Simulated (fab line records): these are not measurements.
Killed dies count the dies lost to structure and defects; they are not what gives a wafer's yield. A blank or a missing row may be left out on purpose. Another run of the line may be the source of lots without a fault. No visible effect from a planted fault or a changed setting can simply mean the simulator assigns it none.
Which tool is to blame? / flow nand-harc / 11 lots, 33 wafers sampled, at 5 steps of a route of 1302

## WHAT EACH GAUGE READ, for each wafer
NHARC_A_SGD_CUT_THK_MEAS_22: measures by ellipsometry.
lot=L552; measured=day 18 23:58; on=film-metro-01; thk-nm (nm)=148.1 149.2 149.2
lot=L553; measured=day 20 04:49; on=film-metro-02; thk-nm (nm)=146.5 150.1 147.4
lot=L557; measured=day 20 19:28; on=film-metro-02; thk-nm (nm)=147.7 148.9 148.0
lot=L559; measured=day 21 21:50; on=film-metro-01; thk-nm (nm)=147.8 149.4 148.1
lot=L558; measured=day 22 14:02; on=film-metro-02; thk-nm (nm)=146.5 147.2 149.7
lot=L560; measured=day 23 06:47; on=film-metro-02; thk-nm (nm)=147.8 149.1 149.1
lot=L565; measured=day 24 10:06; on=film-metro-01; thk-nm (nm)=95.0 148.9 150.2
lot=L563; measured=day 24 10:06; on=film-metro-02; thk-nm (nm)=147.5 95.0 96.4
lot=L569; measured=day 25 20:45; on=film-metro-02; thk-nm (nm)=148.9 149.0 147.7
lot=L574; measured=day 29 02:11; on=film-metro-01; thk-nm (nm)=146.5 147.2 148.2
lot=L575; measured=day 29 20:38; on=film-metro-02; thk-nm (nm)=148.4 148.8 147.3

## WHAT TOOL EACH LOT RAN ON (gives the tool, then ch and the chambers of the sampled wafers, and finally the start)
lot=L552; NHARC_A_SGD_CUT_ETCH_15=rie-diel-08 ch 1,2,3, day 18 19:25 or earlier; NHARC_A_SGD_CUT_STRIP_17=rie-diel-08 ch 0,1,3, day 18 19:25 or earlier; NHARC_A_SGD_CUT_DEP_20=fcvd-02 ch 0, day 18 19:25; NHARC_A_SGD_CUT_CMP_21=cmp-01 ch 0,2,3, day 18 23:44
lot=L553; NHARC_A_SGD_CUT_ETCH_15=rie-diel-05 ch 2,3, day 19 21:44 or earlier; NHARC_A_SGD_CUT_STRIP_17=rie-diel-05 ch 1,2, day 19 21:44 or earlier; NHARC_A_SGD_CUT_DEP_20=fcvd-01 ch 0,1, day 19 21:44; NHARC_A_SGD_CUT_CMP_21=cmp-01 ch 0,1,3, day 20 04:35
lot=L557; NHARC_A_SGD_CUT_ETCH_15=rie-diel-09 ch 0,3, day 20 16:38 or earlier; NHARC_A_SGD_CUT_STRIP_17=rie-diel-09 ch 1,2, day 20 16:38 or earlier; NHARC_A_SGD_CUT_DEP_20=fcvd-02 ch 0,1, day 20 16:38; NHARC_A_SGD_CUT_CMP_21=cmp-02 ch 0,1,2, day 20 19:15
lot=L559; NHARC_A_SGD_CUT_ETCH_15=rie-diel-05 ch 1,2,3, day 21 16:57 or earlier; NHARC_A_SGD_CUT_STRIP_17=rie-diel-05 ch 0,1,3, day 21 16:57 or earlier; NHARC_A_SGD_CUT_DEP_20=fcvd-01 ch 0,1, day 21 16:57; NHARC_A_SGD_CUT_CMP_21=cmp-01 ch 0,1,3, day 21 21:34
lot=L558; NHARC_A_SGD_CUT_ETCH_15=rie-diel-09 ch 0,1,2, day 22 09:01 or earlier; NHARC_A_SGD_CUT_STRIP_17=rie-diel-09 ch 0,1,2, day 22 09:01 or earlier; NHARC_A_SGD_CUT_DEP_20=fcvd-01 ch 0,1, day 22 09:01; NHARC_A_SGD_CUT_CMP_21=cmp-02 ch 0,1,2, day 22 13:48
lot=L560; NHARC_A_SGD_CUT_ETCH_15=rie-diel-09 ch 0,1,3, day 23 00:26 or earlier; NHARC_A_SGD_CUT_STRIP_17=rie-diel-09 ch 0,2, day 23 00:26 or earlier; NHARC_A_SGD_CUT_DEP_20=fcvd-02 ch 0,1, day 23 00:26; NHARC_A_SGD_CUT_CMP_21=cmp-02 ch 0,2,3, day 23 06:34
lot=L565; NHARC_A_SGD_CUT_ETCH_15=rie-diel-05 ch 0,1,2, day 24 05:12 or earlier; NHARC_A_SGD_CUT_STRIP_17=rie-diel-05 ch 1,2,3, day 24 05:12 or earlier; NHARC_A_SGD_CUT_DEP_20=fcvd-02 ch 0,1, day 24 05:12; NHARC_A_SGD_CUT_CMP_21=cmp-03 ch 0,2,3, day 24 09:50
lot=L563; NHARC_A_SGD_CUT_ETCH_15=rie-diel-09 ch 1,3, day 24 05:30 or earlier; NHARC_A_SGD_CUT_STRIP_17=rie-diel-09 ch 1,2,3, day 24 05:30 or earlier; NHARC_A_SGD_CUT_DEP_20=fcvd-02 ch 0,1, day 24 05:30; NHARC_A_SGD_CUT_CMP_21=cmp-02 ch 0,1, day 24 09:50
lot=L569; NHARC_A_SGD_CUT_ETCH_15=rie-diel-08 ch 1,3, day 25 15:43 or earlier; NHARC_A_SGD_CUT_STRIP_17=rie-diel-08 ch 0,1,2, day 25 15:43 or earlier; NHARC_A_SGD_CUT_DEP_20=fcvd-01 ch 0,1, day 25 15:43; NHARC_A_SGD_CUT_CMP_21=cmp-03 ch 0,2,3, day 25 20:32
lot=L574; NHARC_A_SGD_CUT_ETCH_15=rie-diel-05 ch 1,2,3, day 28 21:13 or earlier; NHARC_A_SGD_CUT_STRIP_17=rie-diel-05 ch 0,2,3, day 28 21:13 or earlier; NHARC_A_SGD_CUT_DEP_20=fcvd-02 ch 0,1, day 28 21:13; NHARC_A_SGD_CUT_CMP_21=cmp-02 ch 0,3, day 29 01:56
lot=L575; NHARC_A_SGD_CUT_ETCH_15=rie-diel-08 ch 1,2,3, day 29 15:49 or earlier; NHARC_A_SGD_CUT_STRIP_17=rie-diel-08 ch 0,1,3, day 29 15:49 or earlier; NHARC_A_SGD_CUT_DEP_20=fcvd-01 ch 0,1, day 29 15:49; NHARC_A_SGD_CUT_CMP_21=cmp-01 ch 0,1,2, day 29 20:24
- NHARC_A_SGD_CUT_ETCH_15: etches the open film in CH3F/O2, target depth 75 nm, time 64.3 s.
- NHARC_A_SGD_CUT_STRIP_17: strips in O2.
- NHARC_A_SGD_CUT_DEP_20: deposits SiO2, target thk 150 nm.
- NHARC_A_SGD_CUT_CMP_21: polishes, target thk 148.19 nm.

## THE ANSWER, worked out from the rows above alone
Rule: the lots themselves supply what counts as usual. The widest of any qualifying gaps counts: lots, ordered by their means at a reading, are off when they make up no more than a third of the lots, leave a main group of 4 or more, and stand apart from it by 3 or more times the standard deviation of that group's means. A main group is skipped when, at the precision printed for the reading in the tables above, its means are all equal. Also off: a lot with no number at a reading for which 4 or more lots have one. All remaining lots with rows at the step are treated as sound.
Off: L565, L563 (NHARC_A_SGD_CUT_THK_MEAS_22, thk-nm). The main group: mean 148.2 nm, standard deviation 0.45.
A tool fits if, at a process step before that reading, it ran every lot that is off, and no sound lot after the first of them. The gauges at NHARC_A_SGD_CUT_THK_MEAS_22 are tried like those tools. NHARC_A_SGD_CUT_ETCH_15 gives no start for some lots, so the hours and the order of its lots are those of NHARC_A_SGD_CUT_DEP_20. NHARC_A_SGD_CUT_STRIP_17 gives no start for some lots, so the hours and the order of its lots are those of NHARC_A_SGD_CUT_DEP_20. None of those tried fits.

## WHAT WAS PUT IN BY THE SIMULATOR
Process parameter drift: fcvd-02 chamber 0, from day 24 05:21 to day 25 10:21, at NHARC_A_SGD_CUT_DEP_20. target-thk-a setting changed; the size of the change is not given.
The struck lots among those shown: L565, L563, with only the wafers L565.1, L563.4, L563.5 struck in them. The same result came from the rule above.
